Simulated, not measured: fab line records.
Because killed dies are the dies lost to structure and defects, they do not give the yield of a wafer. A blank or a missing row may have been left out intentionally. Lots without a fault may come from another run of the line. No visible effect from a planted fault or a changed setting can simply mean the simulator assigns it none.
Which of the tools did it? ; flow n5Finfet ; Sampling: 10 lots, 28 wafers, 5 of 1938 route steps

WHAT THE GAUGES SHOWED, per wafer
N5_BEOL_M4_RC_MEAS_101. Usual: DIBL_N 36.2 mV/V, standard deviation 2.2; DIBL_P 36.1 mV/V, standard deviation 2.8; IOFF_N 0.16 nA/um, standard deviation 0.041; IOFF_P 0.21 nA/um, standard deviation 0.047; ION_N 676 uA/um, standard deviation 16; ION_P 463 uA/um, standard deviation 11; SS_N 71.6 mV/dec, standard deviation 0.78; SS_P 73.3 mV/dec, standard deviation 0.86; VT_N 249 mV, standard deviation 3.8; VT_P -251 mV, standard deviation 3.9.
lot;measured;on;DIBL_N (mV/V);DIBL_P (mV/V);IOFF_N (nA/um);IOFF_P (nA/um);ION_N (uA/um);ION_P (uA/um);SS_N (mV/dec);SS_P (mV/dec);VT_N (mV);VT_P (mV);flag
L836;day 8 08:42;prober-02;38.8 37.1 37.7;38.8 36.6 37.8;0.20 0.16 0.17;0.24 0.21 0.22;703 689 686;474 465 468;72.0 72.3 72.0;73.3 72.3 73.2;248 249 251;-250 -251 -251;
L837;day 9 04:30;prober-02;36.2 35.3 36.0;35.8 35.2 35.4;0.18 0.15 0.15;0.24 0.22 0.23;684 675 666;471 465 466;71.6 71.0 71.3;73.8 73.2 73.2;245 252 254;-246 -248 -249;
L839;day 9 09:05;prober-01;36.8 35.3 33.9;40.0 38.0 35.4;0.19 0.17 0.13;0.24 0.21 0.17;678 679 655;465 464 446;71.8 71.7 71.1;74.2 73.3 73.2;247 246 253;-244 -251 -251;
L845;day 11 01:13;prober-01;34.4 35.1 37.0;33.7 32.9 37.8;0.15 0.17 0.20;0.21 0.20 0.29;679 708 673;469 478 469;71.0 71.5 71.7;73.1 72.3 74.1;251 246 244;-248 -249 -246;
L848;day 11 06:13;prober-01;40.1 32.8;40.9 31.5;0.24 0.11;0.29 0.14;682 653;467 451;73.4 70.9;75.0 72.2;244 253;-249 -257;
L850;day 12 12:50;prober-02;37.5 32.0 38.7;35.7 31.0 39.0;0.19 0.10 0.21;0.20 0.15 0.26;678 654 683;460 454 467;72.2 70.3 71.8;72.8 71.6 74.6;246 255 247;-251 -256 -248;
L851;day 12 12:25;prober-01;39.1 35.7 38.9;38.1 34.2 39.0;0.18 0.13 0.19;0.22 0.16 0.24;672 657 678;461 449 456;72.0 71.8 72.1;73.4 73.1 74.0;249 252 247;-253 -256 -252;
L852;day 12 18:47;prober-02;34.3 37.1 38.3;35.4 38.4 38.5;0.12 0.17 0.17;0.22 0.26 0.25;670 683 677;465 478 470;71.2 72.3 72.5;73.6 74.2 74.3;252 249 248;-249 -246 -246;
L855;day 13 15:29;prober-01;36.5 38.7;37.7 38.0;0.16 0.18;0.24 0.24;677 679;474 467;70.9 71.6;74.4 74.2;250 252;-249 -249;
L857;day 14 04:28;prober-02;33.7 33.2 38.4;32.3 31.3 37.8;0.11 0.10 0.18;0.14 0.14 0.21;653 664 669;450 453 455;69.8 70.4 71.6;71.8 71.6 73.5;254 256 249;-255 -258 -254;

EACH LOT AND THE TOOL THAT RAN IT (in order: tool; ch and the chambers of the sampled wafers; start)
lot;N5_HKMG_FIN_DESCUM_17;N5_HKMG_FIN_ETCH_31;N5_HKMG_FIN_COAT_85;N5_HKMG_FIN_ALD_71
L836;rieDiel-02 ch 1,2,3, day 4 11:05;rieDiel-02 ch 1,2,3, day 4 11:08;lithoTrack-02 ch 0, day 4 12:20;aldMetal-03 ch 1,2,3, day 4 13:09
L837;rieDiel-01 ch 0,1,3, day 4 14:08;rieDiel-01 ch 0,1,3, day 4 14:11;lithoTrack-03 ch 0, day 4 15:24;aldMetal-01 ch 1,2,3, day 4 16:15
L839;rieDiel-02 ch 0,1,3, day 5 07:15;rieDiel-02 ch 0,1,3, day 5 07:17;lithoTrack-05 ch 0, day 5 08:32;aldMetal-03 ch 1,2,3, day 5 09:23
L845;rieDiel-06 ch 0,2,3, day 6 16:31;rieDiel-06 ch 0,2,3, day 6 16:33;lithoTrack-05 ch 0, day 6 17:46;aldMetal-01 ch 1,2,3, day 6 18:37
L848;rieDiel-01 ch 0,2, day 7 12:53;rieDiel-01 ch 0,2, day 7 12:56;lithoTrack-03 ch 0, day 7 14:10;aldMetal-03 ch 1,3, day 7 15:15
L850;rieDiel-06 ch 0,1, day 7 22:12;rieDiel-06 ch 0,1, day 7 22:14;lithoTrack-03 ch 0, day 7 23:27;aldMetal-04 ch 1,2, day 8 00:16
L851;rieDiel-06 ch 2,3, day 8 07:56;rieDiel-06 ch 2,3, day 8 07:58;lithoTrack-05 ch 0, day 8 09:12;aldMetal-03 ch 1,2, day 8 09:59
L852;rieDiel-01 ch 1,2, day 8 15:08;rieDiel-01 ch 1,2, day 8 15:10;lithoTrack-03 ch 0, day 8 16:23;aldMetal-04 ch 1,3, day 8 17:21
L855;rieDiel-06 ch 2,3, day 9 10:20;rieDiel-06 ch 2,3, day 9 10:23;lithoTrack-02 ch 0, day 9 11:36;aldMetal-04 ch 1,3, day 9 12:25
L857;rieDiel-02 ch 1,3, day 9 19:57;rieDiel-02 ch 1,3, day 9 19:59;lithoTrack-05 ch 0, day 9 21:13;aldMetal-03 ch 0,3, day 9 22:01
- N5_HKMG_FIN_DESCUM_17: chemistry O2, time 7.9 s.
- N5_HKMG_FIN_ETCH_31: etches SiARC in CF4, target depth 45.5 nm, time 75.8 s.
- N5_HKMG_FIN_COAT_85: time 60 s, resist thk 300 nm.
- N5_HKMG_FIN_ALD_71: deposits TiN, target thk 1 nm, pulse time 1 s, purge time 3 s.

AS READ BY THE TOOLS THEMSELVES (means over the sampled wafers that have a number; for cases with no such wafer, the mark the record gives instead)
N5_HKMG_FIN_DESCUM_17. Usual: drypumpMotorCurrentA 5.66 A, standard deviation 0.28; oesProductAu 0.82 a.u., standard deviation 0.097; rfVppV 243.1 V, standard deviation 1.5; showerheadPlenumPTorr 2.09 Torr, standard deviation 0.076; throttleValvePct 20.36 %, standard deviation 0.23.
lot;tool;drypumpMotorCurrentA (A);oesProductAu (a.u.);rfVppV (V);showerheadPlenumPTorr (Torr);throttleValvePct (%);flag
L836;rieDiel-02;5.68;0.72;241.9;2.04;20.34;
L837;rieDiel-01;5.58;0.75;242.7;2.06;20.40;
L839;rieDiel-02;5.87;0.78;243.4;2.06;20.34;
L845;rieDiel-06;5.37;0.84;243.4;2.06;20.61;
L848;rieDiel-01;5.80;0.81;241.9;2.05;20.46;
L850;rieDiel-06;5.88;0.85;244.4;2.15;20.38;
L851;rieDiel-06;5.18;0.88;244.7;2.10;20.50;
L852;rieDiel-01;5.63;0.90;243.7;2.10;20.23;
L855;rieDiel-06;5.20;0.86;243.2;2.08;20.53;
L857;rieDiel-02;5.77;0.85;244.0;2.17;20.10;

N5_HKMG_FIN_ETCH_31. Usual: cf4FlowSccm is 100.0 sccm with standard deviation 0.31, drypumpMotorCurrentA is 5.66 A with standard deviation 0.28, etchRfOnTimeS is 75.2 s with standard deviation 2.6, oesProductAu is 0.70 a.u. with standard deviation 0.081, rfVppV is 184.0 V with standard deviation 1.2, showerheadPlenumPTorr is 2.13 Torr with standard deviation 0.082, and throttleValvePct is 15.53 % with standard deviation 0.2.
lot;tool;cf4FlowSccm (sccm);drypumpMotorCurrentA (A);etchRfOnTimeS (s);oesProductAu (a.u.);rfVppV (V);showerheadPlenumPTorr (Torr);throttleValvePct (%);flag
L836;rieDiel-02;100.1;5.67;75.1;0.61;183.4;2.09;15.61;
L837;rieDiel-01;100.1;5.58;74.5;0.65;183.8;2.10;15.54;
L839;rieDiel-02;99.7;5.88;75.8;0.66;183.5;2.11;15.60;
L845;rieDiel-06;99.9;5.38;76.1;0.73;183.4;2.12;15.75;
L848;rieDiel-01;99.7;5.76;74.1;0.71;182.8;2.08;15.47;
L850;rieDiel-06;100.2;5.88;73.3;0.73;184.1;2.21;15.53;
L851;rieDiel-06;100.0;5.19;75.9;0.75;183.9;2.16;15.67;
L852;rieDiel-01;100.4;5.65;75.1;0.77;184.1;2.13;15.21;
L855;rieDiel-06;99.8;5.21;77.2;0.72;183.6;2.15;15.75;
L857;rieDiel-02;100.1;5.73;78.3;0.71;185.1;2.23;15.43;

N5_HKMG_FIN_COAT_85. Usual: spinSpeedRpm at 1500.0 rpm, with a standard deviation of 0.9.
lot;tool;spinSpeedRpm (rpm);flag
L836;lithoTrack-02;1499.7;
L837;lithoTrack-03;1499.7;
L839;lithoTrack-05;1500.6;
L845;lithoTrack-05;1500.3;
L848;lithoTrack-03;1501.5;
L850;lithoTrack-03;1185.6;OFF
L851;lithoTrack-05;1500.2;
L852;lithoTrack-03;1185.9;OFF
L855;lithoTrack-02;1499.7;
L857;lithoTrack-05;1499.5;

N5_HKMG_FIN_ALD_71. Usual: heaterPowerW 870 W, standard deviation 78; precursorPulseHeightRel 1.004, standard deviation 0.021.
lot;tool;heaterPowerW (W);precursorPulseHeightRel;flag
L836;aldMetal-03;854;1.020;
L837;aldMetal-01;933;1.008;
L839;aldMetal-03;854;1.003;
L845;aldMetal-01;941;0.989;
L848;aldMetal-03;870;1.016;
L850;aldMetal-04;848;1.006;
L851;aldMetal-03;834;1.011;
L852;aldMetal-04;831;1.003;
L855;aldMetal-04;820;1.010;
L857;aldMetal-03;837;1.013;

THE ANSWER, worked out from the rows above alone
Rule: lot off if the mean of its wafers having a number is beyond 3 standard deviations from the usual mean. A lot without any number at a reading at which 4 lots or more have one is off too. The other lots that the step has rows for count as sound. The gauges are gone through in route order, then the tools' own readings, and for those a lot's mean is taken as printed above. The first step at which some lot is off is used, and at that step the reading that is off furthest; a lot without a number counts as furthest.
Off: L850, L852, at N5_HKMG_FIN_COAT_85 (spinSpeedRpm).
A tool fits if, at that step or a process step before it, it ran every lot that is off, and no sound lot after the first of them. One candidate fits, namely lithoTrack-03 at N5_HKMG_FIN_COAT_85. Its last sound lot is L848 (day 7 14:10), its first lot that is off L850 (day 7 23:27): a fault that began between those two fits.
On the lots that are off, the tool's own readings at N5_HKMG_FIN_COAT_85 differ by more than 5 times the standard deviation of the sound lots' means, which bears it out; spinSpeedRpm reads 1185.8 rpm there versus 1500.2 rpm on the sound lots.

WHAT THE SIMULATOR PUT IN
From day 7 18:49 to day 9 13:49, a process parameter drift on lithoTrack-03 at N5_HKMG_FIN_COAT_85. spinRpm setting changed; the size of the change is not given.
Struck lots among those shown: L850, L852. The rule given above showed the same thing.
